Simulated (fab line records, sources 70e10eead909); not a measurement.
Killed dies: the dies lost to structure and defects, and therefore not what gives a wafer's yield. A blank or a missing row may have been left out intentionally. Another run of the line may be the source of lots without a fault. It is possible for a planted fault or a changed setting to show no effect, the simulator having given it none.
Matching of chambers || flow nandHarc || NHARC_A_STAIRCASE_ETCH_444 on rieDiel-02: 4 sister chambers
The step etches the open film in C4F8/O2, target depth 20400 nm, time 6800 s. 14 wafers are shown with their chamber, then 7 later ones without.

== WAFERS WITH THEIR CHAMBER ==
{"wafer": "L716.3", "chamber": 1, "rfVppV (V)": 815, "oesProductAu (a.u.)": 0.947}
{"wafer": "L716.5", "chamber": 2, "rfVppV (V)": 808, "oesProductAu (a.u.)": 0.959}
{"wafer": "L716.4", "chamber": 1, "rfVppV (V)": 817, "oesProductAu (a.u.)": 0.945}
{"wafer": "L718.1", "chamber": 1, "rfVppV (V)": 816, "oesProductAu (a.u.)": 0.927}
{"wafer": "L718.4", "chamber": 1, "rfVppV (V)": 816, "oesProductAu (a.u.)": 0.925}
{"wafer": "L718.6", "chamber": 0, "rfVppV (V)": 801, "oesProductAu (a.u.)": 0.923}
{"wafer": "L721.1", "chamber": 2, "rfVppV (V)": 808, "oesProductAu (a.u.)": 0.921}
{"wafer": "L721.4", "chamber": 1, "rfVppV (V)": 815, "oesProductAu (a.u.)": 0.926}
{"wafer": "L721.5", "chamber": 0, "rfVppV (V)": 803, "oesProductAu (a.u.)": 0.939}
{"wafer": "L723.1", "chamber": 0, "rfVppV (V)": 802, "oesProductAu (a.u.)": 0.938}
{"wafer": "L723.2", "chamber": 2, "rfVppV (V)": 809, "oesProductAu (a.u.)": 0.942}
{"wafer": "L723.4", "chamber": 1, "rfVppV (V)": 815, "oesProductAu (a.u.)": 0.931}
{"wafer": "L728.1", "chamber": 0, "rfVppV (V)": 803, "oesProductAu (a.u.)": 0.927}
{"wafer": "L728.2", "chamber": 3, "rfVppV (V)": 799, "oesProductAu (a.u.)": 0.934}

SIGNATURES (means of the wafers above)
{"reading": "rfVppV", "chamber 0": 802.25, "chamber 1": 815.67, "chamber 2": 808.33, "chamber 3": 799.00, "scatter within a chamber": 0.822}
{"reading": "oesProductAu", "chamber 0": 0.93175, "chamber 1": 0.93350, "chamber 2": 0.94067, "chamber 3": 0.93400, "scatter within a chamber": 0.0119}
Rule: a wafer's distance from a chamber is the root of the sum, over the readings, of the square of ((its reading less the chamber's mean) divided by the reading's scatter). The wafer belongs to the nearest chamber; if the next one is less than 2 further off, it can't be placed. The scatter: the root of (the sum of the squares of (reading less its chamber's mean) over the shown wafers, divided by (wafers less chambers)).

== WAFERS WHOSE CHAMBER IS MISSING ==
{"wafer": "L728.5", "rfVppV (V)": 814, "oesProductAu (a.u.)": 0.926}
{"wafer": "L736.2", "rfVppV (V)": 799, "oesProductAu (a.u.)": 0.926}
{"wafer": "L736.3", "rfVppV (V)": 808, "oesProductAu (a.u.)": 0.932}
{"wafer": "L736.4", "rfVppV (V)": 802, "oesProductAu (a.u.)": 0.927}
{"wafer": "L738.1", "rfVppV (V)": 807, "oesProductAu (a.u.)": 0.927}
{"wafer": "L738.5", "rfVppV (V)": 797, "oesProductAu (a.u.)": 0.926}
{"wafer": "L738.6", "rfVppV (V)": 807, "oesProductAu (a.u.)": 0.926}

== WHICH CHAMBER EACH ONE RAN IN ==
{"wafer": "L728.5", "from the rows above": 1, "in truth": 1}
{"wafer": "L736.2", "from the rows above": 3, "in truth": 3}
{"wafer": "L736.3", "from the rows above": 2, "in truth": 2}
{"wafer": "L736.4", "from the rows above": 0, "in truth": 0}
{"wafer": "L738.1", "from the rows above": 2, "in truth": 2}
{"wafer": "L738.5", "from the rows above": 3, "in truth": 3}
{"wafer": "L738.6", "from the rows above": 2, "in truth": 2}
Placed correctly: 7 of 7. Left unplaced by these rows: 0. Number placed wrongly: 0.
